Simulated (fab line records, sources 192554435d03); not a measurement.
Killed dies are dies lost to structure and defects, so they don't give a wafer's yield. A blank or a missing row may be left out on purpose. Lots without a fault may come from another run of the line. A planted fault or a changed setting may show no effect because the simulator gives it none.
fab line records | flow n5_finfet
record lots=4 wafers=12 last_day=15
route steps=1938 shown MOL_CONTACT_COAG@551 PASSIVATION@1936
lots that met no fault: from a run of the same line without faults
start_h: hours from the record's first day to the start of the lot's first wafer shown | wait_h: hours since the lot's step before | " the same as in the row above | L1.1+2: a row that stands for several wafers | - no value, or no start given | * or withheld: withheld | < > ~ a bound
route shown NAME@n: a module of which the file shows steps, and the number in the route of the first | usual: mean/standard deviation of fault-free wafers | same: alike in all rows | chamber/n: place in a boat | sites: the reading at each site | _std_site: their standard deviation | _edge_site: outer sites' mean less inner sites' | radius_mm: how far each site lies from the wafer's centre | mask NAME#n: copy n | behind: the tool/chamber that last shaped the wafer | hold: why the lot was held/for how many hours/how that ended | device: the transistor (n, p or np) that didn't switch | end of line: the same wafers' tests at the end of the route | a step without rows: its recipe alone | killed: dies lost to structure and defects at the first sort, not the wafer's yield | map: a wafer's dies, x killed, . not, _ none there
set.NAME: the setting as run; set.NAME@STEP: as run at that earlier step | model.NAME: the simulator's own value behind a step, which no gauge read
lots at some steps of the route; a table a step, a row a wafer
services: from which hour (start_h, from the record's first day; less than 0 if before it) a tool's chamber was out of use, for how many hours, and why
## steps
# step N5_MOL_CONTACT_COAG_SPUTTER_130
# recipe material=Co target_thk_a=475 temp_c=25 chamber_pressure_pa=0.5 power_w=3000
# step N5_MOL_CONTACT_COAG_PRECLEAN_125
# recipe chemistry=DIW time_s=57.5 temp_c=23
# step N5_MOL_CONTACT_COAG_SRD_126
# recipe dry_time_s=32 dry=n2_spin spin_rpm=1500
# step N5_MOL_CONTACT_COAG_CMP_23
# recipe stop_on=SiO2 t_overpolish_s=1.5 post_cmp_clean=cu_alkaline down_force_psi=2 platen_rpm=50.289 pad_velocity_m_s=1.0006 target_thk_nm=0
# step N5_MOL_CONTACT_COAG_WET_ETCH_26
# recipe target=Co target_depth_nm=13
# step N5_MOL_CONTACT_COAG_WET_ETCH_116
# recipe chemistry=SC1-inhibited target_depth_nm=4.6 dry=ipa_marangoni rinse_time_s=30 rinse_temp_c=23
# step N5_MOL_CONTACT_COAG_ALD_27
# recipe material=SiOC target_thk_a=170 temp_c=400 ald_precursor_family=carbosiloxane ald_co_reactant=H2-plasma pulse_time_s=1.5 time_s=2720 purge_time_s=2 co_reactant_purge_time_s=2 ald_cycles=340 pressure_torr=2
# step N5_MOL_CONTACT_COAG_CMP_28
# recipe stop_on=SiNx t_overpolish_s=0.85 post_cmp_clean=alkaline_brush down_force_psi=4.15 platen_rpm=51.8 pad_velocity_m_s=1.0307 target_thk_nm=14.522
# step N5_MOL_CONTACT_COAG_ALD_123
# recipe material=SiNx target_thk_a=50 temp_c=400 ald_precursor_family=SiH2I2 ald_co_reactant=N2/H2-plasma pulse_time_s=1 purge_time_s=2 co_reactant_purge_time_s=2 ald_cycles=100 pressure_torr=2
# step N5_MOL_CONTACT_COAG_PECVD_31
# recipe material=SiO2 target_thk_a=460 temp_c=400 precursor=TEOS/O2 pressure_torr=6.5 rf_w=withheld teos_flow_sccm=withheld gas=O2 flow_sccm=2650 time_s=8.9
# usual susceptor_temp_C=399.99/0.22
# columns lot.wafer tool chamber start_h wait_h susceptor_temp_C model.SiO2_of_MOL_CONTACT_COAG_PECVD_31.thk_nm
L613.1 pecvd-04 1 137.68 0.3 400.28 44.6
L613.5 " 0 " " 400.09 46.2
L613.6 " 2 " " 400.26 46.2
L617.1 pecvd-04 2 164.32 0.3 - 41.4
L617.4 " 2 " " 400.45 46.2
L617.5 " 1 " " 399.89 45.8
L618.2 pecvd-04 2 174.67 0.3 399.86 45.6
L618.5 " 1 " " 400.25 45.8
L618.6 " 0 " " - 42.8
L620.2 pecvd-01 0 181.85 0.3 399.92 45.4
L620.3 " 1 " " 399.97 45.6
L620.6 " 1 " " 399.81 46
# step N5_MOL_CONTACT_COAG_COAT_75
# recipe resist=SOC temp_c=250 time_s=60 spin_rpm=1500 resist_thk_nm=60
# step N5_MOL_CONTACT_COAG_COAT_76
# recipe resist=SiARC temp_c=220 time_s=60 spin_rpm=1500 resist_thk_nm=10
# step N5_MOL_CONTACT_COAG_COAT_77
# recipe resist=underlayer temp_c=205 time_s=60 spin_rpm=1500 resist_thk_nm=10
# step N5_MOL_CONTACT_COAG_COAT_78
# recipe resist=CAR-EUV spin_rpm=1500 resist_thk_nm=40
# step N5_MOL_CONTACT_COAG_EBR_80
# recipe solvent=PGMEA ebr_width_mm=1.5
# step N5_MOL_CONTACT_COAG_SOFTBAKE_79
# recipe temp_c=110 time_s=60 resist=CAR-EUV
# step N5_MOL_CONTACT_COAG_EXPOSE_81
# recipe mask_id=VG na=0.33 source_shape=annular sigma_inner=0.3 sigma_outer=0.7 polarization=unpolarized defocus_nm=0 dose_mj=59.5
# step N5_MOL_CONTACT_COAG_PEB_82
# recipe peb_temp_c=100 peb_time_s=60 resist=CAR-EUV
# step N5_MOL_CONTACT_COAG_DEVELOP_83
# recipe develop_time_s=30 developer=TMAH resist=CAR-EUV rinse_liquid=surfactant_rinse dry=air_spin dev_temp_c=23
# step N5_MOL_CONTACT_COAG_DESCUM_88
# recipe chemistry=O2 time_s=7 source_power_w=50 bias_power_w=20 pressure_mtorr=20 rf_frequency_hz=2.712e+07 temp_c=40 resist=CAR-EUV o2_flow_sccm=225
# step N5_MOL_CONTACT_COAG_ETCH_89
# recipe chemistry=N2/H2 target=underlayer target_depth_a=130 mask_material=CAR-EUV time_s=10.4 ion_energy_ev=200 pressure_mtorr=30 source_w=840 bias_w=150 n2_flow_sccm=200 h2_flow_sccm=200 ends=cleared
# step N5_MOL_CONTACT_COAG_ETCH_90
# recipe chemistry=CF4 target=SiARC target_depth_a=130 mask_material=CAR-EUV time_s=21.7 ion_energy_ev=80 pressure_mtorr=40 source_w=545 bias_w=36 Ar_flow_sccm=100 cf4_flow_sccm=100 ends=cleared
# step N5_MOL_CONTACT_COAG_ALD_131
# recipe material=SiO2 target_thk_a=50 temp_c=100 ald_precursor_family=BDEAS ald_co_reactant=O2-plasma pulse_time_s=1 co_reactant_pulse_time_s=1 purge_time_s=2 co_reactant_purge_time_s=2 ald_cycles=35 pressure_torr=2
# step N5_MOL_CONTACT_COAG_ETCHBACK_132
# recipe chemistry=CHF3 target=SiO2 target_depth_a=100 time_s=6.7 ion_energy_ev=200 pressure_mtorr=30 source_w=610 bias_w=170 Ar_flow_sccm=200 CHF3_flow_sccm=50
# step N5_MOL_CONTACT_COAG_ETCH_91
# recipe chemistry=N2/H2 target=SOC target_depth_a=600 overetch_a=210 mask_material=SiARC temp_c=40 time_s=101.2 ion_energy_ev=200 pressure_mtorr=30 source_w=840 bias_w=150 n2_flow_sccm=200 h2_flow_sccm=200
# step N5_MOL_CONTACT_COAG_STRIP_92
# recipe chemistry=N2/H2 temp_c=40 n2_flow_sccm=200 h2_flow_sccm=200 rf_frequency_hz=6e+07
# step N5_MOL_CONTACT_COAG_STRIP_93
# recipe chemistry=N2/H2 temp_c=40 n2_flow_sccm=200 h2_flow_sccm=200 rf_frequency_hz=6e+07
# step N5_MOL_CONTACT_COAG_ETCHBACK_135
# recipe chemistry=CHF3 target=SiO2 target_depth_a=250 time_s=16.7 ion_energy_ev=200 pressure_mtorr=30 source_w=610 bias_w=170 Ar_flow_sccm=200 CHF3_flow_sccm=50
# step N5_MOL_CONTACT_COAG_STRIP_118
# recipe chemistry=CHF3 resist=SiARC rf_frequency_hz=6e+07
# step N5_MOL_CONTACT_COAG_VIA_ETCH_46
# recipe chemistry=C4F6/O2 target_depth_a=460 overetch_a=92 mask_material=SOC target=SiO2 bias_w=455 pressure_mtorr=10 time_s=40 source_w=325 Ar_flow_sccm=300 C4F6_flow_sccm=10 O2_flow_sccm=10 ion_energy_ev=575.3 ends=end_point
# usual drypump_motor_current_A=5.55/0.29 oes_product_au=0.70/0.07 rf_vpp_V=1584/47 showerhead_plenum_p_Torr=2.79/0.076 throttle_valve_pct=41.1/0.69
# columns lot.wafer tool chamber start_h wait_h drypump_motor_current_A oes_product_au rf_hours_counter_h rf_vpp_V showerhead_plenum_p_Torr throttle_valve_pct model.etch.depth_nm
L613.1 rie_diel-06 3 138.61 0.0 5.94 0.63 205 1526 2.69 40.8 44.68
L613.5 " 2 " " 5.53 0.77 - 1550 2.89 41.7 46.27
L613.6 " 3 " " 5.93 0.64 - 1524 2.69 40.8 46.15
L617.1 rie_diel-03 0 165.25 0.0 5.09 0.59 232 1611 2.93 40.7 41.49
L617.4 " 3 " " 5.93 0.67 159 1555 2.82 40.4 46.16
L617.5 " 0 " " 5.08 0.62 - 1613 2.93 40.7 45.83
L618.2 rie_diel-02 3 176.36 0.0 5.76 0.83 9 1620 2.79 41.3 45.65
L618.5 " 1 " " 5.19 0.68 - 1640 2.77 42.5 45.88
L618.6 " 2 " " 5.69 0.61 - 1555 2.78 41.1 42.83
L620.2 rie_diel-03 2 184.90 0.0 5.71 0.80 47 1644 2.89 41.0 45.32
L620.3 " 3 " " 5.90 0.66 167 1554 2.81 40.4 45.51
L620.6 " 1 " " 5.22 0.72 - 1620 2.72 40.2 45.95
# step N5_MOL_CONTACT_COAG_STRIP_96
# recipe chemistry=N2/H2 power_w=500 temp_c=40 pressure_mtorr=50 rf_frequency_hz=6e+07 overash_fraction=0.3 bias_power_w=28 h2_frac=0.5 n2_flow_sccm=300 h2_flow_sccm=300
# step N5_MOL_CONTACT_COAG_ETCH_47
# recipe chemistry=CH3F/O2 target=SiNx target_depth_a=270 mask_material=SiO2 stop_on=W over_etch_frac=0.2 ion_energy_ev=120 endpoint=OES-CN pressure_mtorr=30 source_w=395 bias_w=73 Ar_flow_sccm=150 CH3F_flow_sccm=30 O2_flow_sccm=20 ends=end_point
# step N5_MOL_CONTACT_COAG_STRIP_119
# recipe chemistry=N2/H2 time_s=30 power_w=1000 temp_c=250 pressure_mtorr=withheld n2_flow_sccm=1750 h2_flow_sccm=3250
# step N5_MOL_CONTACT_COAG_PRECLEAN_144
# recipe chemistry=alkaline_clean temp_c=60 time_s=60 do_ppb=50
# step N5_MOL_CONTACT_COAG_SRD_145
# recipe dry=ipa_marangoni time_s=30 temp_c=23 rinse_liquid=diw
# step N5_MOL_CONTACT_COAG_CMP_52
# recipe stop_on=SiO2 t_overpolish_s=1.5 post_cmp_clean=w_dilute_nh4oh down_force_psi=4 platen_rpm=50.289 pad_velocity_m_s=1.0006 target_thk_nm=66.5
# usual motor_current_A=11.9/1.1 slurry_filter_dp_kPa=13.49/0.13
# columns lot.wafer tool chamber start_h wait_h motor_current_A slurry_filter_dp_kPa model.SiO2_of_MOL_CONTACT_COAG_PECVD_31.thk_nm
L613.1 cmp-02 2 141.28 0.1 10.9 13.44 42.6
L613.6 " 0 " " 11.2 13.74 44.2
L613.5 " 1 " " 13.3 13.57 44.2
L617.4 cmp-04 2 167.45 0.0 13.2 13.47 44.2
L617.1 " 3 " " 10.9 13.61 39.4
L617.5 " 2 " " 14.0 13.53 43.8
L618.2 cmp-02 3 180.25 0.1 11.8 13.56 43.6
L618.6 " 0 " " 10.7 13.23 40.8
L618.5 " 1 " " 12.1 13.41 43.8
L620.3 cmp-02 2 188.30 0.1 11.5 13.29 43.4
L620.2 " 0 " " 11.4 13.34 43.2
L620.6 " 1 " " 11.9 13.31 43.8
# step N5_MOL_CONTACT_COAG_THK_MEAS_53
# recipe reads=SiO2_of_MOL_CONTACT_COAG_PECVD_31
# usual VIA_MOL_THK=43.9/0.67
# columns lot.wafer tool chamber start_h wait_h VIA_MOL_THK[nm]
L613.1 film_metro-01 - 141.50 - 42.7
L613.5 " - " " 44.3
L613.6 " - " " 44.1
L617.1 film_metro-01 - 167.75 - 39.4
L617.4 " - " " 44.1
L617.5 " - " " 43.7
L618.2 film_metro-01 - 180.43 - 43.6
L618.5 " - " " 43.8
L618.6 " - " " 40.8
L620.2 film_metro-02 - 188.56 - 43.2
L620.3 " - " " 43.4
L620.6 " - " " 43.8
# step N5_PASSIVATION_PROBE_49
# usual killed_at_M0_to_M3=34/8.9 killed_at_M4_up=13/4.6 killed_at_contacts=12/5.5 killed_at_front_end=41/11 killed_at_other=3.1/2.9 killed_dies=102/16 killed_open=66/11 killed_short=34/7.6
# same gross_dies=1180 killed_at_back_side=0
# columns lot.wafer tool chamber start_h wait_h killed_at_M0_to_M3 killed_at_M4_up killed_at_contacts killed_at_front_end killed_at_other killed_dies killed_open killed_short
L618.2 prober-01 - 346.67 0.1 24 12 23 30 2 91 63 28
L618.5 prober-01 - 346.82 0.2 35 17 14 54 4 124 73 41
L618.6 prober-01 - 346.87 0.3 25 13 12 53 2 105 75 30
# killed by level:class
L618.2 MOL_CONTACT_COAG:geometric_particle:open=19 STI_FIN_REVEAL:geometric_particle:open=7 BEOL_M0_SAQP:geometric_particle:short=7 BEOL_M4:geometric_particle:open=7 FIN_SAQP:geometric_particle:open=5 FIN_SAQP:geometric_particle:short=4 MOL_CONTACT_COAG:geometric_particle:short=4 BEOL_M0_SAQP:geometric_particle:open=4
L618.5 FIN_SAQP:geometric_particle:open=14 BEOL_M0_SAQP:geometric_particle:open=13 MOL_CONTACT_COAG:geometric_particle:open=12 FIN_SAQP:geometric_particle:short=10 HKMG_FIN:area_etch=9 BEOL_M1:geometric_particle:short=7 BEOL_M0_SAQP:geometric_particle:short=5 STI_FIN_REVEAL:geometric_particle:open=4
L618.6 FIN_SAQP:geometric_particle:open=15 STI_FIN_REVEAL:geometric_particle:open=13 MOL_CONTACT_COAG:geometric_particle:open=11 FIN_SAQP:geometric_particle:short=9 BEOL_M0_SAQP:geometric_particle:open=8 BEOL_M4:geometric_particle:open=7 BEOL_M0_SAQP:geometric_particle:short=5 STI_FIN_REVEAL:geometric_particle:short=4
## services
# columns tool chamber start_h hours kind
rie_diel-02 3 116.22 - clean
rie_diel-02 3 116.22 - consumable_replace:focus_ring
rie_diel-02 3 116.22 31.6 scheduled_down
rie_diel-02 3 116.22 31.6 vent_cycle
cmp-02 - 123.53 3.4 repair
cmp-04 - 136.63 9.2 pm
rie_diel-06 3 143.16 8.3 repair
cmp-04 - 146.08 4.0 pm
pecvd-04 - 148.13 1.1 repair
pecvd-04 2 154.06 2.1 scheduled_down
rie_diel-06 - 174.34 14.6 pm
pecvd-04 - 175.90 0.9 repair
cmp-04 - 181.87 3.1 repair
pecvd-01 - 186.49 2.8 pm
## key
first_sign step=N5_MOL_CONTACT_COAG_THK_MEAS_53 reading=VIA_MOL_THK direction=down sigmas=5.6 usual=43.9 struck=40.1
effect none on later readings
model_effect step=N5_MOL_CONTACT_COAG_PECVD_31 value=SiO2_of_MOL_CONTACT_COAG_PECVD_31.thk_nm without=45.9 struck=42.1
model_effect step=N5_MOL_CONTACT_COAG_VIA_ETCH_46 value=etch.depth_nm without=45.85 struck=42.16
model_effect step=N5_MOL_CONTACT_COAG_CMP_52 value=SiO2_of_MOL_CONTACT_COAG_PECVD_31.thk_nm without=43.8 struck=40.1
met_at N5_MOL_CONTACT_COAG_PECVD_31
struck_wafers L617.1,L618.6
tester_left_out L617,L618
onset_between 137.68 164.32
fault kind=process_parameter_drift tool=pecvd-04 chamber=- onset_h=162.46 steps=N5_MOL_CONTACT_COAG_PECVD_31 channel=time_s offset=* shape=step end_h=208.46 scope=struck_wafers_only acts_in=* stated=*
# tester_left_out: of these lots the tester's yield and bins aren't shown, on N5 and GAA mostly nor the transistor test; their killed dies are dies lost to structure and defects alone, not to doping, threshold or leakage, so they don't give the yield
